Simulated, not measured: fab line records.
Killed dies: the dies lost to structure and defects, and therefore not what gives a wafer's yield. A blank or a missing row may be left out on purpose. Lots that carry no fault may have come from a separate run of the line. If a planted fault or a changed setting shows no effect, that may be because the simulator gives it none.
A lot that was struck, set against a sound lot ; flow n5 finfet ; 27 steps out of a route of 1938
Sound: wafers L580.1, L580.3, L580.4. Struck: wafer L583.4 (left out: L583.3, L583.6 of the same lot, which were not struck); the cause appears at the end.
At each step with rows: each side's tool, then ch and its chambers, then its first start. Under that, the readings that differ: sound wafers ; struck wafers ; difference of the means ; sigmas: that difference in standard deviations of wafers without a fault.
alike: readings whose means differ by less than 2 such deviations, and words and numbers that are the same on both sides. not compared: withheld readings, readings that some wafer has no value for, bounds like >300 that may hide the same value, and numbers for which the record gives no deviation and whose values overlap.
A row with sigmas, a row that says differs or no value, or rows on one side alone: a step with any of these is where the two part. When numbers do not overlap yet have no deviation, they are printed without sigmas and do not part them. A reading missing from all wafers of one side parts the sides only when that side holds two or more wafers.

first, 1 step without rows for these wafers: N5_BEOL_M0_WET_ETCH_106 (etches SiO2 in DHF, target depth 130 nm, rinse time 30 s).
N5_BEOL_M0_ETCH_128: etches SiCN in CF4/N2, target depth 12 nm, overetch 5.1 nm, time 21.4 s.
  sound on rie diel-01 ch 0,2,3, day 5 21:37; struck on rie diel-01 ch 1, day 6 15:20
  alike: drypump motor current A, oes product au, rf vpp V, showerhead plenum p Torr, throttle valve pct
  not compared: rf hours counter h
then, 2 steps without rows for these wafers: N5_BEOL_M0_TRENCH_ETCH_107 (etches SiOC in C4F6/O2, target depth 32.8 nm, time 16.4 s); N5_BEOL_M0_STRIP_142 (strips in N2/H2, time 10 s).
N5_BEOL_M0_OCD_MEAS_108:
  struck on ocd-01, day 6 15:29; sound on ocd-02, day 5 21:46
  alike: trench depth nm
then, 2 steps without rows for these wafers: N5_BEOL_M0_HM_STRIP_129 (strips TiN in peroxide tin strip, target depth 17 nm, time 108 s); N5_BEOL_M0_SRD_130 (time 30 s).
N5_BEOL_M0_ETCH_109: etches SiCN in CH3F/O2, target depth 8 nm, overetch 2.4 nm, time 27.4 s.
  sound on rie diel-06 ch 1,2,3, day 5 21:52; struck on rie diel-06 ch 1, day 6 15:35
  alike: drypump motor current A, oes product au, rf vpp V, showerhead plenum p Torr, throttle valve pct
  not compared: rf hours counter h
then, 3 steps without rows for these wafers: N5_BEOL_M0_STRIP_139 (strips in post etch residue remover, time 60 s); N5_BEOL_M0_SRD_111 (time 30 s); N5_BEOL_M0_DEGAS_112 (time 60 s).
N5_BEOL_M0_PRE_CLEAN_113: time 30 s.
  struck on pvd sputter-03, day 6 16:07; sound on pvd sputter-01, day 5 22:08
  alike: heater power w
N5_BEOL_M0_ALD_136: deposits TaN, pulse time 2 s, purge time 3 s, co reactant purge time 2 s.
  sound on ald metal-01 ch 0,2,3, day 5 22:12; struck on ald metal-01 ch 1, day 6 16:11
reading;sound;struck;difference;sigmas
ald cycles;30 30 30;19;-11;
  alike: chamber pressure Torr, heater power outer w, heater power w
  not compared: model.TaN_of_BEOL_M0_ALD_136.thk nm
then, 3 steps without rows for these wafers: N5_BEOL_M0_SURFACE_TREAT_137; N5_BEOL_M0_CVD_115 (deposits Co from CCTBA/H2, time 120 s); N5_BEOL_M0_SPUTTER_116 (material Cu, target thk 4 nm, time 7.37 s).
N5_BEOL_M0_ANNEAL_117: time 60 s.
  struck on pvd sputter-01, day 6 17:05; sound on pvd sputter-03, day 5 22:53
  alike: heater power w
N5_BEOL_M0_SPUTTER_132: material Cu, target thk 4 nm, time 7.37 s.
  struck on pvd sputter-01, day 6 17:08; sound on pvd sputter-03, day 5 22:55
  alike: throttle valve pct
then, 6 steps without rows for these wafers: N5_BEOL_M0_ANNEAL_133 (time 60 s); N5_BEOL_M0_SPUTTER_134 (material Cu, target thk 4 nm, time 7.37 s); N5_BEOL_M0_ANNEAL_135 (time 60 s); N5_BEOL_M0_SPUTTER_141 (material Cu, target thk 4 nm, time 7.37 s); N5_BEOL_M0_ECD_118 (material Cu, target thk 300 nm); N5_BEOL_M0_ANNEAL_119 (time 90 s).
N5_BEOL_M0_CMP_120: polishes, stops on SiOC, t overpolish 6.9 s.
  sound on cmp-01 ch 1,2,3, day 5 23:39; struck on cmp-02 ch 0, day 6 17:56
reading;sound;struck;difference;sigmas
barrier field endpoint s (s);3.58 3.48 3.58;2.92;-0.63;-6
  alike: motor current A
-- here the record skips 4 days between the struck wafers' starts before and after, leaving off in module BEOL_M0 and picking up in module BEOL_M4 (first step shown: number 1111 of the route) --
N5_BEOL_M4_RC_MEAS_101:
  sound on prober-02 ch 0, day 8 15:39; struck on prober-02 ch 0, day 10 19:29
  alike: DIBL_N, DIBL_P, IOFF_N, IOFF_P, ION_N, ION_P, SS_N, SS_P, VT_N, VT_P
-- a jump in the record: the struck wafers' starts before and after are 4 days apart (it breaks off in module BEOL_M4 and resumes in module PASSIVATION, where the first step shown is number 1936 of the route) --
N5_PASSIVATION_PROBE_49:
  only the struck wafers here have rows in the record (prober-01, day 15 05:26); the sound ones have none

== WHERE THEY PART ==
First at N5_BEOL_M0_CMP_120; last, within this record, at N5_PASSIVATION_PROBE_49.

WHY: the cause the simulator had injected
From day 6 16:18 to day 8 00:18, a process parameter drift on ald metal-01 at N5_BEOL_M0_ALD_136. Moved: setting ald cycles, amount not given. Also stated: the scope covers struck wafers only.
